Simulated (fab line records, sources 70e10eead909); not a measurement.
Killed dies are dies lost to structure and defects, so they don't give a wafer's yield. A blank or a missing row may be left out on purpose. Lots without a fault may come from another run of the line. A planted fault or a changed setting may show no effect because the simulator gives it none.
A struck lot beside a sound one | flow nand_harc | 18 steps out of a route of 1159
Sound: wafers L866.1, L866.5, L866.6. Struck: wafer L873.5. (L873.3, L873.4 of the same lot were not struck and are left out.) The cause comes at the end.
At each step with rows: each side's tool, then ch and its chambers, then its first start. Under that, the readings that differ: sound wafers | struck wafers | difference of the means | sigmas: that difference in standard deviations of wafers without a fault.
alike: readings whose means differ by less than 2 such deviations, and words and numbers that are the same on both sides. not compared: withheld readings, readings that some wafer has no value for, bounds like >300 that may hide the same value, and numbers for which the record gives no deviation and whose values overlap.
The two part at a step that has a row with sigmas, a row that says differs or no value, or rows on one side only. Numbers that don't overlap but have no deviation are shown without sigmas and don't part them. A reading that every wafer of one side lacks parts them only if that side has two wafers or more.

first, 6 steps without rows for these wafers: NHARC_THIN_TSV_COAT_27; NHARC_THIN_TSV_SOFTBAKE_28 (time 95 s); NHARC_THIN_TSV_EBR_29; NHARC_THIN_TSV_EXPOSE_30 (exposes mask PAD); NHARC_THIN_TSV_PEB_31 (peb time 85 s); NHARC_THIN_TSV_DEVELOP_32 (time 70 s).
NHARC_THIN_TSV_CD_MEAS_33: target cd 5000 nm.
  sound on cd_sem-02 ch 0, day 19 14:39; struck on cd_sem-02 ch 0, day 21 06:21
  alike: cd_nm
then, 1 step without rows for these wafers: NHARC_THIN_TSV_HARDBAKE_34 (time 80 s).
NHARC_THIN_TSV_DESCUM_35: chemistry O2, time 3 s.
  sound on rie_diel-07 ch 1,2, day 19 14:49; struck on rie_diel-06 ch 0, day 21 06:31
  reading                         | sound          | struck | difference | sigmas
  showerhead_plenum_p_Torr (Torr) | 2.05 1.95 2.05 | 1.81   | -0.21      | -3
  alike: drypump_motor_current_A, oes_product_au, rf_vpp_V, throttle_valve_pct
  not compared: rf_hours_counter_h
NHARC_THIN_TSV_ETCH_59: etches the open film in Cl2/BCl3, target depth 880 nm, time 138.1 s.
  sound on rie_metal-03 ch 0,1, day 19 14:58; struck on rie_metal-01 ch 1, day 21 06:42
  alike: drypump_motor_current_A, oes_product_au, throttle_valve_pct
  not compared: rf_hours_counter_h
NHARC_THIN_TSV_ETCH_36: etches the open film in Cl2/BCl3, target depth 65 nm, time 18.571 s.
  sound on rie_metal-03 ch 0,1, day 19 15:13; struck on rie_metal-01 ch 1, day 21 06:54
  alike: drypump_motor_current_A, oes_product_au
  not compared: rf_hours_counter_h
NHARC_THIN_TSV_STRIP_56: strips in O2.
  sound on plasma_asher-01 ch 0,1, day 19 15:19; struck on plasma_asher-01 ch 1, day 21 07:05
  alike: drypump_motor_current_A, heater_power_w, rf_refl_power_W
  not compared: rf_hours_counter_h
NHARC_THIN_TSV_STRIP_57: strips in post etch residue remover, time 1200 s.
  sound on wet_bench-10 ch 2,6,7, day 19 15:40; struck on wet_bench-10 ch 3,4,6, day 21 07:20
NHARC_THIN_TSV_CD_MEAS_37:
  sound on cd_sem-03, day 19 16:07; struck on cd_sem-03, day 21 07:47
  alike: cd_nm
then, 1 step without rows for these wafers: NHARC_THIN_TSV_ANNEAL_58 (time 1800 s).
NHARC_THIN_TSV_INSPECT_40:
  sound on defect_inspect-02, day 19 20:34; struck on defect_inspect-01, day 21 11:59
  reading          | sound       | struck | difference | sigmas
  raw_defect_count | 564 322 388 | 1667   | +1242      | +15
NHARC_END_WLT_00:
  sound on prober-01, day 19 20:36; struck on prober-01, day 21 15:18
  alike: VT_DECK1_BOTTOM, VT_DECK1_BOTTOM_INNER, VT_DECK1_MEDIAN_NEAR_BOTTOM, VT_DECK1_MEDIAN_NEAR_BOTTOM_INNER, VT_DECK1_MIDDLE, VT_DECK1_MIDDLE_INNER, VT_DECK1_TOP, VT_DECK1_TOP_INNER
NHARC_END_SORT_01:
  sound on prober-01 ch 0, day 19 23:37; struck on prober-01 ch 0, day 21 20:28
  reading                  | sound          | struck | difference | sigmas
  defect_limited_yield (%) | 94.7 96.3 96.3 | 78.1   | -17.7      | -10
  killed_at_other          | 1 0 0          | 106    | +106       | +99 or more
  killed_at_periphery      | 14 10 12       | 3      | -9         | -3
  killed_dies              | 36 25 25       | 148    | +119       | +10
  sort_bin_2_pct (%)       | 2.2 1.6 1.2    | 8.3    | +6.6       | +9
  sort_bin_3_pct (%)       | 0.30 0.30 0.15 | 5.02   | +4.77      | +21
  sort_bin_4_pct (%)       | 2.8 1.8 2.4    | 8.6    | +6.3       | +6
  sort_n_pass              | 641 652 652    | 529    | -119       | -10
  sort_yield_pct (%)       | 94.7 96.3 96.3 | 78.1   | -17.7      | -10
  alike: killed_at_array, killed_open, killed_short, sort_rim_yield_pct

WHERE THEY PART
First at NHARC_THIN_TSV_DESCUM_35; last, within this record, at NHARC_END_SORT_01.

WHY: what the simulator had put in
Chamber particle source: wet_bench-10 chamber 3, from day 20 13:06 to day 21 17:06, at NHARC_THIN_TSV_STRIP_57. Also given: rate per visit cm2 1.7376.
